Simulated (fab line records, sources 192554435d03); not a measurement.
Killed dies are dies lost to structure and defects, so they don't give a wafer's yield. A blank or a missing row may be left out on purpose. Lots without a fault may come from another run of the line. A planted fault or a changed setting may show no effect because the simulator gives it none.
fab line records | flow n5_finfet
record lots=4 wafers=12 last_day=21
route steps=1938 shown BEOL_M4@1105 BEOL_M5@1112 PASSIVATION@1936
lots that met no fault: from a run of the same line without faults
start_h: hours from the record's first day to the start of the lot's first wafer shown | wait_h: hours since the lot's step before | " the same as in the row above | L1.1+2: a row that stands for several wafers | - no value, or no start given | * or withheld: withheld | < > ~ a bound
route shown NAME@n: a module of which the file shows steps, and the number in the route of the first | usual: mean/standard deviation of fault-free wafers | same: alike in all rows | chamber/n: place in a boat | sites: the reading at each site | _std_site: their standard deviation | _edge_site: outer sites' mean less inner sites' | radius_mm: how far each site lies from the wafer's centre | mask NAME#n: copy n | behind: the tool/chamber that last shaped the wafer | hold: why the lot was held/for how many hours/how that ended | device: the transistor (n, p or np) that didn't switch | end of line: the same wafers' tests at the end of the route | a step without rows: its recipe alone | killed: dies lost to structure and defects at the first sort, not the wafer's yield | map: a wafer's dies, x killed, . not, _ none there
set.NAME: the setting as run; set.NAME@STEP: as run at that earlier step | model.NAME: the simulator's own value behind a step, which no gauge read
lots at some steps of the route; a table a step, a row a wafer
## steps
# step N5_BEOL_M4_PRE_CLEAN_60
# recipe gas=NH3/H2 time_s=15 temp_c=* rf_power_w=300
# step N5_BEOL_M4_CO_CAP_55
# recipe material=Co target_thk_a=20 temp_c=200 precursor=CCTBA/H2 pressure_torr=30 time_s=102.1
# step N5_BEOL_M4_PRE_CLEAN_56
# recipe gas=NH3 time_s=15 temp_c=withheld rf_power_w=300
# step N5_BEOL_M4_DEP_57
# recipe material=SiCN target_thk_a=80 temp_c=withheld precursor=3MS/NH3 pressure_torr=3 rf_w=202 time_s=14
# step N5_BEOL_M5_ILD_DEP_00
# recipe material=SiCOH_lowk target_thk_a=1406.4 temp_c=300 precursor=DEMS/porogen pressure_torr=5 rf_w=500 time_s=25.9
# step N5_BEOL_M5_CURE_79
# recipe temp_c=385 time_s=240 ambient=He/Ar material=SiCOH_lowk
# step N5_BEOL_M5_PECVD_70
# recipe material=SiO2 target_thk_a=160 temp_c=400 precursor=TEOS/O2 pressure_torr=5.5 rf_w=450 teos_flow_sccm=53.8 gas=O2 flow_sccm=3000 time_s=18
# step N5_BEOL_M5_HM_DEP_02
# recipe material=TiN target_thk_a=200 temp_c=25 chamber_pressure_pa=0.49996
# usual throttle_valve_pct=30.2/1.2
# columns lot.wafer tool chamber start_h wait_h throttle_valve_pct
L903.3 pvd_sputter-01 - 301.27 1.0 31.4
L903.4 " - " " 29.9
L903.5 " - " " 31.8
L909.3 pvd_sputter-01 - 358.76 3.7 32.0
L909.4 " - " " 29.0
L909.5 " - " " 30.2
L914.1 pvd_sputter-01 - 362.26 0.6 29.9
L914.2 " - " " 31.8
L914.4 " - " " 28.5
L917.2 pvd_sputter-03 - 388.39 0.9 29.1
L917.4 " - " " 29.8
L917.5 " - " " 28.9
# step N5_BEOL_M5_COAT_59
# recipe resist=SOC temp_c=250 time_s=60 spin_rpm=1500 resist_thk_nm=60
# step N5_BEOL_M5_COAT_60
# recipe resist=SiARC temp_c=220 time_s=60 spin_rpm=1500 resist_thk_nm=12
# step N5_BEOL_M5_COAT_71
# recipe resist=underlayer temp_c=205 time_s=60 spin_rpm=1500 resist_thk_nm=5
# step N5_BEOL_M5_COAT_05
# recipe resist=CAR-EUV spin_rpm=1500 resist_thk_nm=30
# step N5_BEOL_M5_EBR_07
# recipe solvent=PGMEA ebr_width_mm=1.5
# step N5_BEOL_M5_SOFTBAKE_06
# recipe temp_c=110 time_s=60 resist=CAR-EUV
# step N5_BEOL_M5_EXPOSE_08
# recipe mask_id=M5 na=0.33 source_shape=annular sigma_inner=0.4 sigma_outer=0.8 polarization=unpolarized target_cd_nm=28 dose_mj=35.75
# step N5_BEOL_M5_PEB_09
# recipe peb_temp_c=100 peb_time_s=60 resist=CAR-EUV
# step N5_BEOL_M5_DEVELOP_10
# recipe develop_time_s=30 developer=TMAH resist=CAR-EUV rinse_liquid=surfactant_rinse dry=air_spin dev_temp_c=23
# step N5_BEOL_M5_INSPECT_13
# recipe mode=adi inspect_instrument=brightfield
# usual raw_defect_count=415/120
# columns lot.wafer tool chamber start_h wait_h raw_defect_count
L903.3 defect_inspect-02 - 301.88 0.0 407
L903.4 " - " " 711
L903.5 " - " " 376
L909.3 defect_inspect-02 - 359.25 0.0 1489
L909.4 " - " " 1470
L909.5 " - " " 1638
L914.1 defect_inspect-02 - 362.87 0.1 1512
L914.2 " - " " 1741
L914.4 " - " " 1602
L917.2 defect_inspect-01 - 390.05 0.0 310
L917.4 " - " " 372
L917.5 " - " " 319
# step N5_BEOL_M5_DESCUM_16
# recipe chemistry=O2 time_s=7 source_power_w=50 bias_power_w=20 pressure_mtorr=20 rf_frequency_hz=2.712e+07 temp_c=40 resist=CAR-EUV o2_flow_sccm=225
# step N5_PASSIVATION_PROBE_49
# usual defect_limited_yield=91.1/1.4 killed_at_M0_to_M3=34/9.6 killed_at_M4_up=15/5.3 killed_at_contacts=12/6.1 killed_at_front_end=40/11 killed_at_other=3.5/2.8 killed_dies=105/17 killed_on_rim=14/4.3 killed_open=70/12 killed_short=34/7.7 sort_bin_5_function=5.2/0.97 sort_bin_6_memory=3.4/0.62 sort_n_pass=1075/17 sort_yield_pct=91.1/1.4
# same gross_dies=1180 killed_at_back_side=0 sort_bin_4_leakage[%]=0 sort_bin_8_speed[%]=0
# columns lot.wafer tool chamber start_h wait_h defect_limited_yield[%] killed_at_M0_to_M3 killed_at_M4_up killed_at_contacts killed_at_front_end killed_at_other killed_dies killed_on_rim killed_open killed_short sort_bin_5_function[%] sort_bin_6_memory[%] sort_n_pass sort_yield_pct[%]
L903.3 prober-02 - 407.94 0.1 91.6 51 15 12 16 5 99 10 60 39 4.6 3.6 1081 91.6
L903.4 prober-02 - 407.99 0.2 91.8 51 13 2 29 2 97 18 57 40 4.7 3.0 1083 91.8
L903.5 prober-02 - 408.04 0.2 92.9 39 9 9 23 4 84 13 62 20 4.1 2.8 1096 92.9
L909.3 prober-01 - 454.57 0.4 77.5 38 159 21 43 4 265 36 79 36 13.9 4.4 915 77.5
L909.4 prober-01 - 454.62 0.4 83.4 38 107 10 38 3 196 25 56 37 9.7 3.8 984 83.4
L909.5 prober-01 - 454.67 0.5 80.9 32 147 17 29 0 225 34 60 27 11.6 4.0 955 80.9
L914.1 prober-01 - 460.24 0.0 78.8 54 149 9 38 0 250 33 73 41 13.1 4.1 930 78.8
L914.2 prober-01 - 460.29 0.1 77.3 47 166 15 37 3 268 30 76 43 13.7 4.5 912 77.3
L914.4 prober-01 - 460.39 0.2 84.4 41 116 9 16 2 184 28 61 17 9.6 3.1 996 84.4
L917.2 prober-01 - 500.53 0.1 90.9 27 9 27 40 4 107 15 64 43 5.2 3.7 1073 90.9
L917.4 prober-01 - 500.63 0.2 89.9 47 13 23 29 7 119 23 82 37 5.7 3.8 1061 89.9
L917.5 prober-01 - 500.68 0.2 90.7 41 8 15 39 7 110 12 81 29 4.6 4.2 1070 90.7
# killed by level:class
L903.3 BEOL_M0_SAQP:geometric_particle:short=17 MOL_CONTACT_COAG:geometric_particle:open=10 BEOL_M0_SAQP:geometric_particle:open=9 BEOL_M1:geometric_particle:open=7 BEOL_M3:geometric_particle:open=7 BEOL_M1:geometric_particle:short=5 BEOL_M2:geometric_particle:open=5 STI_FIN_REVEAL:geometric_particle:open=4
L903.4 BEOL_M2:geometric_particle:open=11 BEOL_M0_SAQP:geometric_particle:short=9 BEOL_M0_SAQP:geometric_particle:open=7 BEOL_M5:geometric_particle:open=6 FIN_SAQP:geometric_particle:open=6 BEOL_M0:geometric_particle:open=6 FIN_SAQP:geometric_particle:short=5 BEOL_M1:geometric_particle:open=5
L903.5 BEOL_M3:geometric_particle:open=10 MOL_CONTACT_COAG:geometric_particle:open=8 BEOL_M0_SAQP:geometric_particle:open=7 BEOL_M1:geometric_particle:open=7 STI_FIN_REVEAL:geometric_particle:open=5 BEOL_M0_SAQP:geometric_particle:short=5 FIN_SAQP:geometric_particle:open=4 STARTING-WAFER:geometric_particle:open=4
L909.3 BEOL_M5:unspecified=144 MOL_CONTACT_COAG:geometric_particle:open=17 BEOL_M4:geometric_particle:open=10 BEOL_M1:geometric_particle:open=9 FIN_SAQP:geometric_particle:open=6 FIN_SAQP:geometric_particle:short=6 BEOL_M2:geometric_particle:open=6 BEOL_M3:geometric_particle:open=6
L909.4 BEOL_M5:unspecified=103 FIN_SAQP:geometric_particle:short=10 FIN_SAQP:geometric_particle:open=9 BEOL_M0:geometric_particle:open=7 BEOL_M2:geometric_particle:open=7 MOL_CONTACT_COAG:geometric_particle:open=6 BEOL_M3:geometric_particle:open=6 STI_FIN_REVEAL:geometric_particle:open=4
L909.5 BEOL_M5:unspecified=138 MOL_CONTACT_COAG:geometric_particle:open=14 BEOL_M1:geometric_particle:open=10 BEOL_M2:geometric_particle:open=10 FIN_SAQP:geometric_particle:short=7 FIN_SAQP:geometric_particle:open=6 STI_FIN_REVEAL:geometric_particle:open=4 GATE_CUT:geometric_particle:open=3
L914.1 BEOL_M5:unspecified=135 BEOL_M1:geometric_particle:short=14 STI_FIN_REVEAL:geometric_particle:open=10 BEOL_M2:geometric_particle:open=10 BEOL_M4:geometric_particle:open=8 MOL_CONTACT_COAG:geometric_particle:open=8 BEOL_M3:geometric_particle:open=8 FIN_SAQP:geometric_particle:open=6
L914.2 BEOL_M5:unspecified=149 MOL_CONTACT_COAG:geometric_particle:open=10 BEOL_M2:geometric_particle:open=9 BEOL_M3:geometric_particle:open=9 FIN_SAQP:geometric_particle:short=8 BEOL_M1:geometric_particle:open=8 BEOL_M4:geometric_particle:open=8 FIN_SAQP:geometric_particle:open=7
L914.4 BEOL_M5:unspecified=106 BEOL_M2:geometric_particle:open=12 BEOL_M0:geometric_particle:open=8 MOL_CONTACT_COAG:geometric_particle:open=7 BEOL_M0_SAQP:geometric_particle:short=5 BEOL_M0_SAQP:geometric_particle:open=5 BEOL_M4:geometric_particle:open=5 STARTING-WAFER:geometric_particle:open=5
L917.2 MOL_CONTACT_COAG:geometric_particle:open=21 STI_FIN_REVEAL:geometric_particle:open=10 MOL_CONTACT_COAG:geometric_particle:short=6 BEOL_M0_SAQP:geometric_particle:short=6 BEOL_M2:geometric_particle:open=6 FIN_SAQP:geometric_particle:open=5 BEOL_M4:geometric_particle:open=5 GATE_CUT:geometric_particle:short=4
L917.4 MOL_CONTACT_COAG:geometric_particle:open=18 BEOL_M3:geometric_particle:open=18 STI_FIN_REVEAL:geometric_particle:open=13 BEOL_M0_SAQP:geometric_particle:open=7 MOL_CONTACT_COAG:geometric_particle:short=5 BEOL_M0_SAQP:geometric_particle:short=5 BEOL_M1:geometric_particle:open=5 BEOL_M3:geometric_particle:short=4
L917.5 MOL_CONTACT_COAG:geometric_particle:open=12 BEOL_M0_SAQP:geometric_particle:short=11 BEOL_M3:geometric_particle:open=11 FIN_SAQP:geometric_particle:open=9 STI_FIN_REVEAL:geometric_particle:open=8 BEOL_M0_SAQP:geometric_particle:open=8 BEOL_M2:geometric_particle:open=6 ILD0:geometric_particle:open=5
# map L909.3 (x killed, . not)
_________________...x.....x..________________
______________...x....x.x......._____________
___________..x.....x...............__________
__________....x.......x............._________
________....x.......x....x..x........._______
_______.......xx....x......x...........______
______.x........................x......._____
_____.................x..........x.......____
____........x....x........................___
___xxx..x..........x.x.......x....x........__
___..........x....x.x........x.............__
__x........x.............................x.._
__....xx..........x...x..........x.........._
_..............x..........x.....x............
_..x..............x.........x....x...........
_........x................................x..
_..x.........x..x...............x...x........
_.x.......x...x.......x................x.....
_x.xx.......x......................x.x......x
_...x......x.x...x..xxx.x..................x.
_...x..........................x....xxx....x.
__........x.............x.x.xxxxxxxx...x...._
__xx..xx..x....x..........xxxxxxxxxxxx..x..._
___..x......x..x.....x.x.xxxxxxxxxxxxx.x...__
___x.x...........x.......xxxxxxxxxxxxxxx...__
____....x.......x.......xxxxxxxxxxxxxxx.x.___
_____x....x.xx..........xxxxxxxxxxxxxxxxx____
______........x........xxxxxxxxxxxxxxxxx_____
_______.............x..x.xxxxxxxxxxxxx.______
________.....x..x.....xxx..xxxxxxxxxxx_______
__________...x.............x.xxxxxxx_________
___________...x.x..x.........xxx.xx__________
______________.x.x......x..xx.xx_____________
_________________..........x.________________
# map L914.2 (x killed, . not)
_________________....xx.x....________________
______________..........x......._____________
___________.........x...........xx.__________
__________......x....x...x.........._________
________......x..xxx..x..............._______
_______.x...x..........x...............______
______.xx...x............x.x............_____
_____.........x.x........................____
____........xx.................x..........___
___..........x......x..................x...__
___x.x.......x...x....x................x...__
__..........x...xx.x..x.............x......._
__..x...............x........xx............._
_.....x.x...........................x......x.
_.........x.x.x...............x.........x....
_........x....................x..............
_...............x.x.x.....................x..
_x.x..x....x..........x...............x......
_.x.x.xx..................xx.....xx.x..x..xx.
_..........................x.............x...
_.x..x.......x..........x.x.xx.xxxxxx........
__......x..x...........xx..xxxx.xxxx.x......_
__....x........x......x.x.xx.xxxxxxxxx...x.._
___..........x..........x.xxxxxxxxxx.xxxx..__
___............x........xxxxxxxxxxxxxxx.x..__
____.xxx...........x.x...xxxxxxxxxxxxxxx.x___
_____..........x..x.....xxxxxxxxxxxxxxxx.____
______.........x...x....xxxxxxxxxxxxxxx._____
_______...........x.....xxxxxxxxxxxxxxx______
________.................xxxxxxxxxxxxx_______
__________x.x.x...........x.xxxxxxxx_________
___________.........x......xxxxxxxx__________
______________.......x....x.x..x_____________
_________________.x..........________________
## key
first_sign step=N5_BEOL_M5_INSPECT_13 reading=raw_defect_count direction=up sigmas=10 usual=415 struck=1575
effect step=N5_PASSIVATION_PROBE_49 reading=killed_at_M4_up direction=up sigmas=24 usual=15 struck=141
more_kills_born_at N5_BEOL_M5_HM_DEP_02@pvd_sputter-01=775
met_at N5_BEOL_M5_HM_DEP_02
struck_wafers L909.3,L909.4,L909.5,L914.1,L914.2,L914.4
onset_between 301.27 358.76
fault kind=chamber_particle_source tool=pvd_sputter-01 chamber=- onset_h=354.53 steps=N5_BEOL_M5_HM_DEP_02 rate_per_visit_cm2=1.7836 end_h=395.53
